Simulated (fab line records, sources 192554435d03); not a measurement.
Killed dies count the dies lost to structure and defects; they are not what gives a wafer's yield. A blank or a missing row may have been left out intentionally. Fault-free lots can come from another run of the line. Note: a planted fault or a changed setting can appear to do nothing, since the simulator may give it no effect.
fab line records	flow n5Finfet
record: lots: 9	wafers: 27	lastDay: 18
route steps=1938 shown HKMG_FIN@430 GATE_CUT@465 BEOL_M4@1111
lots untouched by any fault: they come from a run of this same line in which no faults occurred
startH: start of the lot's first displayed wafer, in hours after the record's first day	waitH: time in hours since the lot's previous step	" repeats the value in the row above	L1.1+2: several wafers, shown together as one row	- either no value or no given start	* or withheld: withheld	< > ~ a bound
route shown NAME@n: names a module that has steps shown in the file, with the first one's number in the route	usual: mean/standard deviation of fault-free wafers	same: alike in all rows	chamber/n: place in a boat	sites: readings site by site	_std_site: how widely they spread, as a standard deviation	_edge_site: inner sites' mean taken away from outer sites' mean	radiusMm: for every site, how far away it sits from the centre of the wafer	mask NAME#n: copy n	behind: tool/chamber where the wafer was last shaped	hold: cause of the lot's hold/its duration in hours/its outcome	device: which transistor (n, p or np) failed to switch	end of line: the same wafers' tests at the end of the route	step lacking rows: just its recipe	killed: the dies lost at the first sort to structure and to defects; this is not the yield of the wafer	map: shows each die of a wafer: x if killed, . if not, _ if none is there
set.NAME: the run value of the setting; set.NAME@STEP: its run value at that earlier step	model.NAME: the simulator's own value behind a step, which no gauge read
one table for each step of the route and one row for each wafer, over a sample of lots
services: the hour from which a tool's chamber was out of use, counted from the record's first day as startH (under 0 if before that day), plus the number of hours and why
== steps ==
step: N5_HKMG_FIN_CD_MEAS_12
recipe: targetCdNm: 92.8	landingEnergyEv: 500	detector: seInlens
usual: cdNm: 92.3/0.83
lot.wafer	tool	chamber	startH	waitH	cdNm
L700.3	cdSem-03	0	76.85	-	92.2
L700.5	"	0	"	"	92.7
L700.6	"	0	"	"	94.0
L704.1	cdSem-01	0	102.55	-	90.9
L704.5	"	0	"	"	91.3
L704.6	"	0	"	"	93.3
L707.1	cdSem-03	0	118.93	-	92.3
L707.2	"	0	"	"	90.9
L707.5	"	0	"	"	93.1
L709.2	cdSem-02	0	128.47	-	91.7
L709.4	"	0	"	"	94.1
L709.6	"	0	"	"	90.9
L717.1	cdSem-01	0	177.89	-	93.5
L717.5	"	0	"	"	90.7
L717.6	"	0	"	"	91.6
L720.2	cdSem-02	0	198.32	-	92.5
L720.4	"	0	"	"	92.3
L720.5	"	0	"	"	91.5
L721.3	cdSem-01	0	203.00	-	92.6
L721.5	"	0	"	"	92.8
L721.6	"	0	"	"	91.6
L722.1	cdSem-02	0	209.60	-	93.0
L722.4	"	0	"	"	90.5
L722.5	"	0	"	"	92.7
L723.1	cdSem-01	0	217.55	-	92.2
L723.5	"	0	"	"	92.3
L723.6	"	0	"	"	91.1
step: N5_HKMG_FIN_ALD_21
recipe: material: TiN	targetThkA: 15	tempC: 400	aldPrecursorFamily: TiCl4	aldCoReactant: NH3	pulseTimeS: 1	purgeTimeS: 3	coReactantPurgeTimeS: 2	coReactantPulseTimeS: 2	aldCycles: 68	pressureTorr: 3
usual: chamberPressureTorr: 3.001/0.0065	heaterPowerW: 938/110	precursorPulseHeightRel: 1.000/0.022	susceptorTempC: 400.01/0.23
lot.wafer	tool	chamber	startH	waitH	chamberPressureTorr	heaterPowerW	precursorPulseHeightRel	susceptorTempC
L700.3	aldMetal-03	3	80.08	0.1	2.998	1038	0.992	400.07
L700.5	"	3	"	"	3.005	1040	1.012	400.25
L700.6	"	2	"	"	2.988	923	0.974	399.57
L704.1	aldMetal-03	1	105.78	0.3	3.000	1058	1.020	400.09
L704.5	"	0	"	"	3.016	737	0.962	400.30
L704.6	"	1	"	"	3.003	1051	0.975	400.13
L707.1	aldMetal-03	3	122.31	0.3	2.994	1013	1.002	395.48
L707.2	"	0	"	"	3.007	707	1.000	395.87
L707.5	"	2	"	"	2.995	900	0.975	395.37
L709.2	aldMetal-03	1	131.73	0.3	2.998	1054	1.009	395.46
L709.4	"	2	"	"	3.012	896	1.003	395.29
L709.6	"	0	"	"	3.001	685	0.996	395.93
L717.1	aldMetal-04	2	181.89	0.3	2.995	1032	0.996	399.94
L717.5	"	0	"	"	3.001	843	0.997	399.69
L717.6	"	3	"	"	3.010	1021	1.003	399.79
L720.2	aldMetal-03	3	201.65	0.3	3.004	1025	0.991	400.18
L720.4	"	2	"	"	3.001	925	1.001	400.22
L720.5	"	2	"	"	3.001	916	0.960	400.09
L721.3	aldMetal-01	0	206.38	0.1	2.999	865	1.041	400.05
L721.5	"	2	"	"	2.995	1095	1.047	399.97
L721.6	"	3	"	"	3.006	877	1.016	400.18
L722.1	aldMetal-01	0	213.65	0.3	3.003	856	1.001	400.36
L722.4	"	3	"	"	3.003	884	0.953	399.61
L722.5	"	1	"	"	3.001	865	1.019	399.83
L723.1	aldMetal-03	3	221.00	0.3	2.991	1003	1.018	400.13
L723.5	"	3	"	"	2.997	1024	1.031	400.00
L723.6	"	0	"	"	3.007	724	1.013	399.81
step: N5_GATE_CUT_ETCHBACK_00
recipe: chemistry: SF6/Cl2	target: W	pressureMtorr: 8	icpW: 900	biasW: 80	SF6_flow_sccm: 40	Cl2_flow_sccm: 60
usual: drypumpMotorCurrentA: 5.53/0.21	oesProductAu: 0.78/0.11	throttleValvePct: 27.5/0.3
lot.wafer	tool	chamber	startH	waitH	drypumpMotorCurrentA	oesProductAu	rfHoursCounterH	throttleValvePct
L700.3	rieMetal-01	1	81.46	0.1	5.56	0.94	-	27.4
L700.5	"	1	"	"	5.57	0.94	-	27.4
L700.6	"	0	"	"	5.85	0.79	-	27.3
L704.1	rieMetal-01	1	107.06	0.0	5.58	0.91	7	27.4
L704.5	"	0	"	"	5.82	0.79	-	27.3
L704.6	"	1	"	"	5.61	0.92	-	27.4
L707.1	rieMetal-03	1	123.59	0.0	5.48	0.68	97	27.9
L707.2	"	0	"	"	5.24	0.81	29	27.1
L707.5	"	1	"	"	5.50	0.68	-	27.9
L709.2	rieMetal-03	1	133.01	0.0	5.47	0.68	98	27.9
L709.4	"	0	"	"	5.23	0.82	-	27.1
L709.6	"	0	"	"	5.25	0.82	-	27.1
L717.1	rieMetal-02	0	183.18	0.0	5.49	0.59	127	27.2
L717.5	"	1	"	"	5.31	0.85	-	27.9
L717.6	"	0	"	"	5.47	0.59	-	27.2
L720.2	rieMetal-01	0	202.93	0.0	5.90	0.75	46	27.3
L720.4	"	1	"	"	5.55	0.88	-	27.4
L720.5	"	1	"	"	5.55	0.89	-	27.4
L721.3	rieMetal-03	0	207.81	0.1	5.28	0.80	-	27.1
L721.5	"	1	"	"	5.46	0.67	-	27.9
L721.6	"	0	"	"	5.26	0.80	-	27.2
L722.1	rieMetal-03	0	216.50	0.0	5.24	0.79	39	27.1
L722.4	"	0	"	"	5.22	0.79	-	27.1
L722.5	"	0	"	"	5.24	0.79	-	27.1
L723.1	rieMetal-03	1	222.28	0.0	5.49	0.67	107	27.9
L723.5	"	0	"	"	5.20	0.80	-	27.2
L723.6	"	1	"	"	5.50	0.67	-	27.9
step: N5_GATE_CUT_STRIP_59
recipe: chemistry: N2/H2	timeS: 20	powerW: 100	tempC: 40	pressureMtorr: 100	rfFrequencyHz: 6e+07	biasPowerW: 3	n2FlowSccm: 300	h2FlowSccm: 300
usual: drypumpMotorCurrentA: 5.6/0.44	oesProductAu: 0.76/0.069	rfVppV: 45.3/0.89	showerheadPlenumPTorr: 3.37/0.1	throttleValvePct: 12.32/0.28
lot.wafer	tool	chamber	startH	waitH	drypumpMotorCurrentA	oesProductAu	rfHoursCounterH	rfVppV	showerheadPlenumPTorr	throttleValvePct
L700.3	rieDiel-03	0	81.87	0.1	5.7	0.74	190	46.3	3.49	12.58
L700.5	"	0	"	"	5.7	0.74	-	45.8	3.49	12.58
L700.6	"	2	"	"	5.3	0.72	-	46.2	3.46	12.32
L704.1	rieDiel-03	1	107.60	0.1	5.7	0.77	161	45.4	3.26	12.48
L704.5	"	3	"	"	5.1	0.75	-	44.9	3.37	12.47
L704.6	"	0	"	"	5.7	0.73	-	46.7	3.48	12.59
L707.1	rieDiel-01	0	123.99	0.1	5.6	0.92	11	43.9	3.44	11.77
L707.2	"	1	"	"	6.6	0.69	208	44.3	3.20	12.05
L707.5	"	3	"	"	6.6	0.75	-	45.1	3.52	12.52
L709.2	rieDiel-02	3	133.44	0.1	5.5	0.90	32	46.3	3.53	11.77
L709.4	"	2	"	"	5.6	0.73	204	44.5	3.21	12.27
L709.6	"	3	"	"	5.5	0.90	-	44.7	3.53	11.79
L717.1	rieDiel-02	0	183.73	0.1	5.3	0.85	38	45.5	3.30	11.96
L717.5	"	1	"	"	6.3	0.73	-	44.9	3.36	12.33
L717.6	"	0	"	"	5.2	0.85	-	45.7	3.30	11.95
L720.2	rieDiel-03	0	203.32	0.1	5.6	0.72	227	44.7	3.47	12.67
L720.4	"	3	"	"	5.1	0.74	206	44.2	3.36	12.54
L720.5	"	2	"	"	5.3	0.70	-	47.6	3.44	12.39
L721.3	rieDiel-03	3	208.37	0.1	5.1	0.73	208	45.3	3.36	12.55
L721.5	"	0	"	"	5.7	0.71	-	45.1	3.47	12.66
L721.6	"	3	"	"	5.1	0.73	-	46.6	3.36	12.56
L722.1	rieDiel-03	2	217.15	0.1	5.3	0.70	242	45.3	3.43	12.42
L722.4	"	1	"	"	5.7	0.74	195	43.8	3.24	12.58
L722.5	"	0	"	"	5.7	0.71	-	46.5	3.47	12.66
L723.1	rieDiel-01	1	222.67	0.1	6.6	0.68	240	46.5	3.19	12.10
L723.5	"	2	"	"	5.7	0.70	-	45.5	3.29	12.66
L723.6	"	1	"	"	6.6	0.67	-	44.0	3.19	12.13
step: N5_BEOL_M4_RC_MEAS_101
usual: DIBL_N: 36.0/2.5	DIBL_P: 36.7/3	IOFF_N: 0.16/0.043	IOFF_P: 0.21/0.049	ION_N: 673/15	ION_P: 461/9.8	SS_N: 71.5/0.83	SS_P: 73.4/0.83	VT_N: 250/4	VT_P: -251/4
lot.wafer	tool	chamber	startH	waitH	DIBL_N[mV/V]	DIBL_P[mV/V]	IOFF_N[nA/um]	IOFF_P[nA/um]	ION_N[uA/um]	ION_P[uA/um]	SS_N[mV/dec]	SS_P[mV/dec]	VT_N[mV]	VT_P[mV]
L700.3	prober-01	0	161.37	0.3	32.1	33.7	0.12	0.18	657	456	70.5	72.6	254	-254
L700.5	"	0	"	"	33.0	33.8	0.14	0.18	671	459	71.7	72.8	254	-254
L700.6	"	0	"	"	31.8	33.3	0.12	0.17	663	459	70.7	72.1	252	-250
L704.1	prober-01	0	186.86	0.0	29.9	30.0	0.09	0.13	677	470	69.7	71.6	256	-257
L704.5	"	0	"	"	35.4	36.9	0.16	0.22	671	467	71.6	72.5	245	-249
L704.6	"	0	"	"	32.0	32.9	0.11	0.17	675	475	71.5	71.8	254	-250
L707.1	prober-02	0	212.67	0.0	30.3	32.5	0.10	0.14	645	441	71.2	71.8	256	-257
L707.2	"	0	"	"	31.6	34.5	0.12	0.16	651	453	70.9	72.6	252	-254
L707.5	"	0	"	"	36.3	39.7	0.23	0.26	681	464	73.6	73.7	244	-246
L709.2	prober-01	0	218.24	0.2	39.2	43.4	0.28	0.32	689	470	72.0	75.1	242	-244
L709.4	"	0	"	"	35.1	35.1	0.17	0.18	666	456	71.2	73.2	249	-254
L709.6	"	0	"	"	33.3	35.7	0.13	0.17	677	463	69.9	72.6	251	-254
L717.1	prober-02	0	276.94	0.0	34.9	36.0	0.14	0.22	666	462	70.3	73.1	251	-247
L717.5	"	0	"	"	37.1	38.8	0.17	0.26	672	469	71.8	73.2	248	-246
L717.6	"	0	"	"	37.5	39.1	0.19	0.27	694	484	71.2	73.4	246	-244
L720.2	prober-01	0	296.14	0.2	37.2	38.7	0.19	0.26	677	464	71.9	73.6	248	-248
L720.4	"	0	"	"	33.4	33.9	0.13	0.19	662	463	70.9	72.9	253	-250
L720.5	"	0	"	"	34.2	34.3	0.15	0.20	682	472	71.5	72.6	246	-249
L721.3	prober-01	0	305.45	0.3	36.2	37.5	0.17	0.23	690	470	71.2	73.6	246	-248
L721.5	"	0	"	"	35.2	35.9	0.15	0.21	686	475	71.5	72.8	250	-248
L721.6	"	0	"	"	38.7	40.4	0.22	0.29	685	466	72.0	74.1	244	-246
L722.1	prober-01	0	319.88	0.0	36.6	39.2	0.19	0.24	694	479	70.8	73.8	242	-249
L722.4	"	0	"	"	35.8	38.0	0.16	0.21	684	469	71.7	73.5	248	-251
L722.5	"	0	"	"	35.0	36.9	0.14	0.20	669	461	71.0	73.1	252	-250
L723.1	prober-01	0	325.33	0.0	35.6	36.6	0.14	0.17	672	454	71.1	72.9	252	-256
L723.5	"	0	"	"	37.2	38.3	0.17	0.19	683	463	71.8	73.6	251	-254
L723.6	"	0	"	"	35.3	36.1	0.13	0.16	650	445	70.9	73.2	254	-258
== services ==
tool	chamber	startH	hours	kind
aldMetal-03	-	71.36	8.7	pm
aldMetal-04	1	75.53	8.0	repair
rieDiel-03	1	76.00	12.8	repair
rieDiel-01	-	94.55	4.1	repair
aldMetal-04	2	99.21	25.3	repair
rieMetal-01	-	100.53	2.8	pm
aldMetal-01	2	118.96	10.5	repair
aldMetal-04	-	124.50	0.8	repair
rieMetal-01	0	133.41	1.5	repair
aldMetal-01	-	161.44	8.7	pm
aldMetal-03	-	195.59	0.6	repair
aldMetal-04	-	197.69	0.3	repair
aldMetal-03	-	203.08	0.5	repair
rieMetal-02	0	204.74	-	clean
rieMetal-02	0	204.74	23.6	scheduledDown
rieMetal-02	0	204.74	23.6	ventCycle
rieDiel-02	-	204.96	14.6	pm
rieMetal-02	1	209.25	8.3	repair
rieDiel-01	3	218.89	5.0	repair
== key ==
firstSign: step: N5_HKMG_FIN_ALD_21	reading: susceptorTempC	direction: down	sigmas: 20	usual: *	struck: *
effect none on later readings
metAt N5_HKMG_FIN_ALD_21
struckLots L707,L709
notActingAt N5_HKMG_FIN_CD_MEAS_12,N5_GATE_CUT_ETCHBACK_00,N5_GATE_CUT_STRIP_59
onsetBetween 105.78 122.31
fault: kind: processParameterDrift	tool: aldMetal-03	chamber: -	onsetH: 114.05	steps: N5_HKMG_FIN_ALD_21	channel: tempC	offset: *	shape: step	endH: 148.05	actsIn: *	stated: *
